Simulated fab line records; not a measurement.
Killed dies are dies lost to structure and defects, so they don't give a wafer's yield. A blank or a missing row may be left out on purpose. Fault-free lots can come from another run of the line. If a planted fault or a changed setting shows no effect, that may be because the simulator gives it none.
fab line records	flow n5-finfet	part 2 of 2: steps 16 to 25 of 25
record lots=5	wafers=15	last-day=18
route steps=1938 shown BEOL_M0_CUTY@707 BEOL_M0@715
lots that met no fault: taken from a fault-free run of the same line
start-h: start of the lot's first displayed wafer, in hours after the record's first day	wait-h: how many hours have passed since the lot's step before this one	" repeats the value in the row above	L1.1+2: a row that stands for several wafers	- no value, or no start was given	* or withheld: withheld	< > ~ a bound
route shown NAME@n: a module of which the file shows steps, and the number in the route of the first	usual: mean/standard deviation taken from wafers without a fault	same: alike in all rows	chamber/n: place in a boat	sites: the reading at each site	_std_site: standard deviation of those values	_edge_site: the outer-site mean with the inner-site mean subtracted	radius-mm: for every site, how far away it sits from the centre of the wafer	mask NAME#n: copy n	behind: tool/chamber where the wafer was last shaped	hold: why the lot went on hold/how many hours it stayed there/how the hold came to an end	device: which transistor (n, p or np) failed to switch	end of line: tests run on the same wafers once the route is complete	a step with no rows: only its recipe	killed: at the first sort, the dies lost to defects and structure; wafer yield is something else	map: shows each die of a wafer: x if killed, . if not, _ if none is there
set.NAME: the run value of the setting; set.NAME@STEP: its run value at that earlier step	model.NAME: the simulator's own value behind a step, which no gauge read
lots at some steps of the route; a table a step, a row a wafer
services: the hour from which a tool's chamber was out of use, counted from the record's first day as start-h (under 0 if before that day), plus the number of hours and why
## steps
# step N5_BEOL_M0_STRIP_142
# recipe chemistry=N2/H2	time-s=10	power-w=450	temp-c=40	pressure-mtorr=20	rf-frequency-hz=6e+07	bias-power-w=7	n2-flow-sccm=200	h2-flow-sccm=200
# usual drypump-motor-current-A=5.6/0.61	oes-product-au=0.82/0.082	rf-vpp-V=59.2/0.92	showerhead-plenum-p-Torr=2.54/0.086	throttle-valve-pct=23.7/0.37
lot.wafer	tool	chamber	start-h	wait-h	drypump-motor-current-A	oes-product-au	rf-hours-counter-h	rf-vpp-V	showerhead-plenum-p-Torr	throttle-valve-pct
L075.1	rie-diel-03	2	135.05	0.0	5.1	0.86	42	59.5	2.50	24.0
L075.3	"	3	"	"	5.1	0.91	14	58.5	2.48	23.3
L075.5	"	1	"	"	4.7	0.88	-	59.1	2.48	24.2
L078.2	rie-diel-03	3	137.70	0.0	5.1	0.90	15	58.6	2.48	23.3
L078.4	"	3	"	"	5.1	0.91	-	60.1	2.48	23.3
L078.6	"	2	"	"	5.1	0.87	-	58.1	2.50	24.0
L084.2	rie-diel-05	3	178.64	0.0	5.7	0.84	57	58.6	2.47	23.3
L084.5	"	0	"	"	5.1	0.87	-	59.7	2.60	23.7
L084.6	"	3	"	"	5.7	0.85	-	60.9	2.47	23.3
L089.2	rie-diel-03	3	214.32	0.0	5.1	0.86	43	58.4	2.47	23.4
L089.4	"	2	"	"	5.1	0.84	72	58.1	2.49	24.1
L089.5	"	2	"	"	5.1	0.84	-	59.2	2.49	24.1
L095.4	rie-diel-04	0	246.06	0.0	6.2	0.70	214	57.6	2.51	24.0
L095.5	"	1	"	"	6.3	0.86	-	60.7	2.59	23.1
L095.6	"	0	"	"	6.2	0.71	-	59.1	2.51	24.0
# step N5_BEOL_M0_OCD_MEAS_108
# usual trench-depth-nm=33.1/0.92
lot.wafer	tool	chamber	start-h	wait-h	trench-depth-nm
L075.1	ocd-02	-	135.13	0.1	34.3
L075.3	"	-	"	"	33.6
L075.5	"	-	"	"	34.6
L078.2	ocd-01	-	137.78	0.1	33.0
L078.4	"	-	"	"	33.2
L078.6	"	-	"	"	33.6
L084.2	ocd-01	-	178.72	0.1	33.4
L084.5	"	-	"	"	33.0
L084.6	"	-	"	"	33.6
L089.2	ocd-01	-	214.40	0.1	33.2
L089.4	"	-	"	"	34.1
L089.5	"	-	"	"	34.8
L095.4	ocd-02	-	246.15	0.1	32.1
L095.5	"	-	"	"	32.8
L095.6	"	-	"	"	32.1
# step N5_BEOL_M0_HM_STRIP_129
# recipe chemistry=peroxide-tin-strip	material=TiN	target-depth-a=170	temp-c=50	time-s=108
lot.wafer	tool	chamber	start-h	wait-h
L075.1+3+5	wet-bench-06	1,2,7	135.19	0.1
L078.2+4+6	wet-bench-06	7,3,4	137.82	0.0
L084.2+5+6	wet-bench-02	6,0,7	178.75	0.0
L089.2+4+5	wet-bench-02	2,1,4	214.43	0.0
L095.4+5+6	wet-bench-04	5,6,2	246.18	0.0
# step N5_BEOL_M0_SRD_130
# recipe time-s=30	temp-c=23	rinse-liquid=diw	dry=ipa-marangoni
# usual do-supply-ppb=10.01/0.096
lot.wafer	tool	chamber	start-h	wait-h	do-supply-ppb
L075.1	wet-bench-06	1	135.23	0.0	10.04
L075.3	"	2	"	"	10.01
L075.5	"	7	"	"	10.20
L078.2	wet-bench-06	7	137.85	0.0	10.06
L078.4	"	3	"	"	9.95
L078.6	"	4	"	"	10.01
L084.2	wet-bench-02	6	178.79	0.0	9.88
L084.5	"	0	"	"	10.10
L084.6	"	7	"	"	10.08
L089.2	wet-bench-02	2	214.46	0.0	10.08
L089.4	"	1	"	"	9.87
L089.5	"	4	"	"	10.06
L095.4	wet-bench-04	5	246.21	0.0	10.02
L095.5	"	6	"	"	9.81
L095.6	"	2	"	"	10.02
# step N5_BEOL_M0_ETCH_109
# recipe chemistry=CH3F/O2	target-depth-a=80	overetch-a=24	target=SiCN	time-s=27.4	ion-energy-ev=120	pressure-mtorr=30	source-w=395	bias-w=75	Ar_flow_sccm=150	CH3F_flow_sccm=30	O2_flow_sccm=20
# usual drypump-motor-current-A=5.5/0.61	oes-product-au=0.70/0.07	rf-vpp-V=297.5/1.7	showerhead-plenum-p-Torr=2.01/0.074	throttle-valve-pct=16.33/0.25
lot.wafer	tool	chamber	start-h	wait-h	drypump-motor-current-A	oes-product-au	rf-hours-counter-h	rf-vpp-V	showerhead-plenum-p-Torr	throttle-valve-pct
L075.1	rie-diel-04	0	135.28	0.0	6.2	0.63	175	297.4	2.01	16.71
L075.3	"	3	"	"	6.2	0.66	159	299.0	2.09	16.53
L075.5	"	0	"	"	6.2	0.63	-	297.3	2.01	16.70
L078.2	rie-diel-04	2	138.12	0.3	4.9	0.60	228	295.0	1.90	16.47
L078.4	"	3	"	"	6.2	0.66	-	300.3	2.09	16.54
L078.6	"	0	"	"	6.1	0.62	-	296.4	2.01	16.70
L084.2	rie-diel-04	2	178.83	0.0	4.9	0.57	244	295.1	1.90	16.49
L084.5	"	2	"	"	4.9	0.59	-	294.9	1.90	16.50
L084.6	"	1	"	"	6.3	0.79	-	297.4	2.06	15.96
L089.2	rie-diel-05	2	214.51	0.0	6.6	0.71	66	297.6	2.02	16.07
L089.4	"	3	"	"	5.7	0.72	69	297.4	1.93	16.02
L089.5	"	0	"	"	5.1	0.73	-	298.0	2.03	16.10
L095.4	rie-diel-04	3	246.25	0.0	6.2	0.63	202	297.3	2.07	16.60
L095.5	"	0	"	"	6.2	0.61	-	297.3	1.99	16.79
L095.6	"	1	"	"	6.3	0.74	-	298.1	2.05	16.01
# step N5_BEOL_M0_STRIP_139
# recipe chemistry=post-etch-residue-remover	time-s=60	temp-c=25	remover-ph=withheld	remover-water-wt-pct=withheld	remover-fluoride-wt-pct=withheld
lot.wafer	tool	chamber	start-h	wait-h
L075.1+3+5	wet-bench-02	7,0,6	135.38	0.1
L078.2+4+6	wet-bench-04	1,2,5	138.22	0.1
L084.2+5+6	wet-bench-06	1,6,5	178.94	0.1
L089.2+4+5	wet-bench-04	5,3,6	214.61	0.1
L095.4+5+6	wet-bench-02	4,5,1	246.36	0.1
# step N5_BEOL_M0_SRD_111
# recipe time-s=30	temp-c=23	rinse-liquid=diw	dry=ipa-marangoni
# usual do-supply-ppb=9.99/0.11
lot.wafer	tool	chamber	start-h	wait-h	do-supply-ppb
L075.1	wet-bench-02	7	135.40	0.0	9.87
L075.3	"	0	"	"	10.05
L075.5	"	6	"	"	10.02
L078.2	wet-bench-04	1	138.24	0.0	10.13
L078.4	"	2	"	"	9.85
L078.6	"	5	"	"	9.88
L084.2	wet-bench-06	1	178.96	0.0	9.89
L084.5	"	6	"	"	9.96
L084.6	"	5	"	"	10.08
L089.2	wet-bench-04	5	214.63	0.0	9.86
L089.4	"	3	"	"	9.87
L089.5	"	6	"	"	9.93
L095.4	wet-bench-02	4	246.38	0.0	9.98
L095.5	"	5	"	"	10.11
L095.6	"	1	"	"	10.01
# step N5_BEOL_M0_DEGAS_112
# recipe ambient=vacuum	temp-c=250	time-s=60
# usual heater-power-w=349/28
lot.wafer	tool	chamber	start-h	wait-h	heater-power-w
L075.1	pvd-sputter-01	-	135.55	0.1	370
L075.3	"	-	"	"	320
L075.5	"	-	"	"	356
L078.2	pvd-sputter-02	-	138.86	0.6	333
L078.4	"	-	"	"	320
L078.6	"	-	"	"	369
L084.2	pvd-sputter-01	-	179.17	0.2	383
L084.5	"	-	"	"	387
L084.6	"	-	"	"	321
L089.2	pvd-sputter-02	-	215.09	0.4	354
L089.4	"	-	"	"	319
L089.5	"	-	"	"	335
L095.4	pvd-sputter-03	-	246.72	0.3	373
L095.5	"	-	"	"	389
L095.6	"	-	"	"	356
# step N5_BEOL_M0_PRE_CLEAN_113
# recipe gas=H2/He	time-s=30	temp-c=250
# usual heater-power-w=348/28
lot.wafer	tool	chamber	start-h	wait-h	heater-power-w
L075.1	pvd-sputter-01	-	135.59	0.0	374
L075.3	"	-	"	"	331
L075.5	"	-	"	"	356
L078.2	pvd-sputter-02	-	138.90	0.0	327
L078.4	"	-	"	"	321
L078.6	"	-	"	"	367
L084.2	pvd-sputter-01	-	179.21	0.0	380
L084.5	"	-	"	"	368
L084.6	"	-	"	"	312
L089.2	pvd-sputter-02	-	215.13	0.0	347
L089.4	"	-	"	"	325
L089.5	"	-	"	"	325
L095.4	pvd-sputter-03	-	246.76	0.0	385
L095.5	"	-	"	"	374
L095.6	"	-	"	"	352
# step N5_BEOL_M0_ALD_136
# recipe material=TaN	target-thk-a=*	temp-c=275	ald-precursor-family=PDMAT	ald-co-reactant=NH3	pressure-torr=3	carrier-flow-sccm=1500	pulse-time-s=2	purge-time-s=3	co-reactant-purge-time-s=2	co-reactant-pulse-time-s=3	ald-cycles=30	precursor-vessel-temp-c=75	precursor-vessel-pressure-torr=26.25	precursor-vessel-carrier-sccm=1000
# usual heater-power-w=417/39	mfc-carrier-sccm=1500/4.9	precursor-vessel-pressure-torr=26.25/0.058	precursor-vessel-temp-c=75.02/0.12
# same co-reactant-purge-time-s=2
lot.wafer	tool	chamber	start-h	wait-h	heater-power-w	mfc-carrier-sccm	precursor-vessel-pressure-torr	precursor-vessel-temp-c
L075.1	ald-metal-03	3	135.70	0.1	439	1498	26.21	74.81
L075.3	"	1	"	"	391	1501	26.25	75.03
L075.5	"	3	"	"	449	1497	26.25	74.81
L078.2	ald-metal-01	3	139.22	0.3	445	1498	26.23	75.07
L078.4	"	1	"	"	407	1495	26.19	75.23
L078.6	"	0	"	"	518	1502	26.31	75.07
L084.2	ald-metal-01	0	179.27	0.0	519	1495	26.24	74.93
L084.5	"	2	"	"	391	1503	26.20	75.02
L084.6	"	1	"	"	412	1498	26.21	74.86
L089.2	ald-metal-03	0	215.34	0.2	492	1502	26.38	74.85
L089.4	"	3	"	"	436	1507	26.17	75.06
L089.5	"	0	"	"	488	1497	26.31	74.98
L095.4	ald-metal-02	0	246.82	0.0	385	1503	26.19	75.01
L095.5	"	3	"	"	413	1505	26.26	75.02
L095.6	"	2	"	"	380	1498	26.28	74.88
## services
tool	chamber	start-h	hours	kind
pvd-sputter-02	-	112.78	1.3	repair
rie-diel-04	1	120.51	-	clean
rie-diel-04	1	120.51	-	consumable-replace:focus-ring
rie-diel-04	1	120.51	22.1	scheduled-down
rie-diel-04	1	120.51	22.1	vent-cycle
rie-metal-02	0	128.53	57.1	repair
rie-metal-02	-	135.37	2.8	pm
ald-metal-03	-	137.70	19.6	repair
rie-diel-04	0	147.84	10.7	repair
rie-metal-02	-	158.80	1.4	pm
wet-bench-02	-	176.56	0.5	repair
ald-metal-03	-	177.84	2.8	pm
pvd-sputter-02	-	180.38	6.8	repair
pvd-sputter-01	-	185.31	8.9	repair
rie-metal-03	0	188.53	8.7	repair
ald-metal-03	-	191.29	2.8	repair
rie-diel-04	2	196.02	-	clean
rie-diel-04	2	196.02	-	consumable-replace:focus-ring
rie-diel-04	2	196.02	-	consumable-replace:showerhead
rie-diel-04	2	196.02	23.0	scheduled-down
ald-metal-02	-	215.29	2.8	pm
rie-diel-04	2	224.75	4.2	repair
rie-diel-04	1	232.41	6.1	repair
rie-metal-03	-	242.71	14.6	pm
